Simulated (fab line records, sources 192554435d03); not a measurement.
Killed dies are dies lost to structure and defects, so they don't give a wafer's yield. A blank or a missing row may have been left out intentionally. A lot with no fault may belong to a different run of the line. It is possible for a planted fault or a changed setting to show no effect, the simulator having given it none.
Split-lot experiment | flow n5Finfet | 7 lots, 39 wafers read, on a route of 1938 steps

## ABOUT THE SPLIT
At N5_PASSIVATION_DEVELOP_43 (develop time 60 s), the setting developTimeS was moved away from the recipe's 60 s on 15 of the 39 wafers read, by -50.4% to +53.1%. This setting was run at the recipe's value on the other wafers.

## BETWEEN THE SPLIT AND THE READING: the file shows 1 step in between
- N5_PASSIVATION_HARDBAKE_45: time 120 s

## THE READING
cdNm (nm) at N5_PASSIVATION_CD_MEAS_44, where the cd target is 40000 nm. On this fab line, fault-free wafers typically give 40000 nm with a standard deviation of 3 nm.

wafer  | tool, chamber at the split | developTimeS as run, s | against the recipe | cdNm, nm | against lot-mates on the recipe
L077.1 | lithoTrack-03, 0           | 60                     | recipe             | 40002    | -
L077.2 | lithoTrack-03, 0           | 60                     | recipe             | 39999    | -
L077.3 | lithoTrack-03, 0           | 60                     | recipe             | 40003    | -
L077.4 | lithoTrack-03, 0           | 60                     | recipe             | 39999    | -
L077.5 | lithoTrack-03, 0           | 60                     | recipe             | 40003    | -
L077.6 | lithoTrack-03, 0           | 60                     | recipe             | 40005    | -
L079.1 | lithoTrack-05, 0           | 35                     | -41.7%             | 39974    | -24
L079.2 | lithoTrack-05, 0           | 35                     | -41.7%             | 39977    | -21
L079.3 | lithoTrack-05, 0           | 35                     | -41.7%             | 39978    | -20
L079.4 | lithoTrack-05, 0           | 60                     | recipe             | 39999    | -
L079.5 | lithoTrack-05, 0           | 60                     | recipe             | 40000    | -
L079.6 | lithoTrack-05, 0           | 60                     | recipe             | 39995    | -
L083.1 | lithoTrack-05, 0           | 60                     | recipe             | 39995    | -
L083.2 | lithoTrack-05, 0           | 60                     | recipe             | 39995    | -
L083.5 | lithoTrack-05, 0           | 60                     | recipe             | 39998    | -
L084.1 | lithoTrack-03, 0           | 60                     | recipe             | 40000    | -
L084.2 | lithoTrack-03, 0           | 60                     | recipe             | 40006    | -
L084.3 | lithoTrack-03, 0           | 89.27                  | +48.8%             | 40019    | +18
L084.4 | lithoTrack-03, 0           | 89.27                  | +48.8%             | 40018    | +17
L084.5 | lithoTrack-03, 0           | 89.27                  | +48.8%             | 40013    | +12
L084.6 | lithoTrack-03, 0           | 60                     | recipe             | 39997    | -
L086.1 | lithoTrack-04, 0           | 60                     | recipe             | 40000    | -
L086.2 | lithoTrack-04, 0           | 91.84                  | +53.1%             | 40015    | +16
L086.3 | lithoTrack-04, 0           | 91.84                  | +53.1%             | 40018    | +19
L086.4 | lithoTrack-04, 0           | 91.84                  | +53.1%             | 40016    | +17
L086.5 | lithoTrack-04, 0           | 60                     | recipe             | 40000    | -
L086.6 | lithoTrack-04, 0           | 60                     | recipe             | 39996    | -
L090.1 | lithoTrack-04, 0           | 29.76                  | -50.4%             | 39969    | -32
L090.2 | lithoTrack-04, 0           | 60                     | recipe             | 40000    | -
L090.3 | lithoTrack-04, 0           | 29.76                  | -50.4%             | 39967    | -34
L090.4 | lithoTrack-04, 0           | 29.76                  | -50.4%             | 39970    | -31
L090.5 | lithoTrack-04, 0           | 60                     | recipe             | 40001    | -
L090.6 | lithoTrack-04, 0           | 60                     | recipe             | 40001    | -
L091.1 | lithoTrack-04, 0           | 60                     | recipe             | 40005    | -
L091.2 | lithoTrack-04, 0           | 39.57                  | -34.1%             | 39988    | -14
L091.3 | lithoTrack-04, 0           | 60                     | recipe             | 40003    | -
L091.4 | lithoTrack-04, 0           | 39.57                  | -34.1%             | 39987    | -15
L091.5 | lithoTrack-04, 0           | 60                     | recipe             | 39999    | -
L091.6 | lithoTrack-04, 0           | 39.57                  | -34.1%             | 39989    | -13

THE FIT
A straight line over all 39 wafers: cdNm changes by +0.434 nm for each +1% of developTimeS; r = +0.94; the points scatter about the line by 4.4 nm.
The same after taking each lot's own level away (the mean of its wafers on the recipe; 39 wafers): +0.438 nm for each +1%; r = +0.96; scatter 3.9 nm.
According to that fit, moving developTimeS by its largest amount changes the reading by 23 nm.
The span of the lots' own levels, 39996.0 to 40002.3 nm, comes to 2.1 times the standard deviation stated above.
Consequently the slope shifts little with the lot-to-lot level, the two slopes agreeing.
Check: for one of the wafers moved furthest among these (+53.1%), held out of the fit, the line's prediction against its lot-mates is +22.1 nm. Against them it came out at +16.3 nm.

## ADDITIONAL SPLITS CARRIED BY THESE WAFERS
These wafers also went through other splits before the reading. Each is held against what the fit with the lots' levels taken away leaves over:
other split on the same wafers           | wafers away from the commonest value | r with cdNm (lot level and that fit taken away)
N5_BEOL_M14_ILD_DEP_00 timeS             | 15                                   | -0.11
N5_MIM_BOT_LITHO_DEVELOP_07 developTimeS | 12                                   | -0.03

## THE FILE'S OWN FIT
cdNm changes by +0.441 nm for each +1% of developTimeS, r = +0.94.
